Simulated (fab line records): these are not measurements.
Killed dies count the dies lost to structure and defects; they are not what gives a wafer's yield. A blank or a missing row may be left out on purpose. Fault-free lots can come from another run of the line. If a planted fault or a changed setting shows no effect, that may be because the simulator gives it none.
Problem report in the 8D (eight disciplines) form, filled by code    flow n5_finfet    the parts of the form that need people (team, actions taken, sign-off) are left out

## 1. PROBLEM STATEMENT
Mean HK_THK at N5_HKMG_FIN_THK_MEAS_70: 1.356 nm over 4 wafers in 3 lots; fault-free wafers: 1.580 nm, standard deviation 0.022. That puts it -10 standard deviations away from the usual mean.
The step: measures by xrf.
The first sign was on wafer L477.4 at day 6 08:19, on film_metro-02. Wafers with a number at this step in the record: 23, from 9 lots. Rule for "out" (also "out of limits"): further than 4 standard deviations from the usual mean. The other wafers with a number count as sound.

## 2. WHAT IT IS, WHAT IT ISN'T
question                     is                              is not
which readings at this step  HK_THK                          -
which lots                   L477, L479, L481                L470, L471, L482, L484, L485, L491
which wafers of those lots   L477.4, L479.4, L479.5, L481.5  L477.6, L481.6
read on which gauges         film_metro-01, film_metro-02    -
when                         from day 6 08:19                up to then (7 sound wafers); but 12 sound wafers of L481, L482, L484, L485, L491 came after

## 3. WHAT RULES OUT EACH SUSPECT
Counting: if a tool at a process step up to the reading ran every lot that is out, it stays a suspect. Sound lots after the first of them don't rule it out here, since some wafers of a struck lot are sound.
- ruled out: the gauge at N5_HKMG_FIN_THK_MEAS_70. The wafers that are out were read on 2 gauges (film_metro-01, film_metro-02).
- ald_hk-02 at N5_HKMG_FIN_HK_ALD_01 (deposits HfO2, target thk 1.6 nm, pulse time 3 s, purge time 3 s): kept. Ran every lot that is out, first one L477 (day 6 04:47); last sound lot up to then L471 (day 4 15:14).
- Within ald_hk-02 at N5_HKMG_FIN_HK_ALD_01: the wafers that are out ran in chambers 0, 2; their sound lot-mates ran in chambers 1, 3.
Remaining after the count: ald_hk-02 at N5_HKMG_FIN_HK_ALD_01.

## 4. THE CAUSE (what the simulator had put in)
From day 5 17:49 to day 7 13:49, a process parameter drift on ald_hk-02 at N5_HKMG_FIN_HK_ALD_01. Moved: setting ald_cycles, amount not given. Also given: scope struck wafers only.
Counting left only this tool.

## 5. THE EFFECT CHAIN, in route order
One row per reading whose mean, taken over the struck wafers that have a number, lies over 3 standard deviations from the usual. Only readings whose record carries a usual standard deviation are examined. hours: median over the lots of the time between each lot's start at the first step of this table that gives one and its start at this step. sigmas: the change, counted in usual standard deviations.
hours  step                     reading             usual         on struck wafers  change   sigmas
0      N5_HKMG_FIN_THK_MEAS_70  HK_THK              1.580 nm      1.356             -0.224   -10
105    N5_BEOL_M4_RC_MEAS_101   EOT_N               10.53         10.05             -0.47    -4.3
105    N5_BEOL_M4_RC_MEAS_101   EOT_P               10.48         10.00             -0.48    -4.3
105    N5_BEOL_M4_RC_MEAS_101   IGATE_N             0.0125 nA/um  0.0630            +0.0505  +22
105    N5_BEOL_M4_RC_MEAS_101   IGATE_P             0.0037 nA/um  0.0187            +0.0150  +22
227    N5_PASSIVATION_PROBE_49  sort_bin_4_leakage  0.01 %        56.25             +56.24   +99 or more
227    N5_PASSIVATION_PROBE_49  sort_n_pass         1074          398               -676     -28
227    N5_PASSIVATION_PROBE_49  sort_yield_pct      91.1 %        33.8              -57.3    -29
The process steps in it:
- N5_PASSIVATION_PROBE_49

## 6. HOW IT WOULD HAVE BEEN CAUGHT EARLIER
14 hours passed between the start of the fault at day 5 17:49 and the first reading out of limits at a measuring or inspecting step in this record, taken at day 6 08:19.
Tool readings at N5_HKMG_FIN_HK_ALD_01 with a usual standard deviation given in the record: none out on any struck wafer, hence no alarm at a limit of 4 standard deviations on them.
Among the 3 lots that are out, L479, L481 began N5_HKMG_FIN_HK_ALD_01 on ald_hk-02 after day 6 08:19. A hold on the tool at that time would have spared those 2.
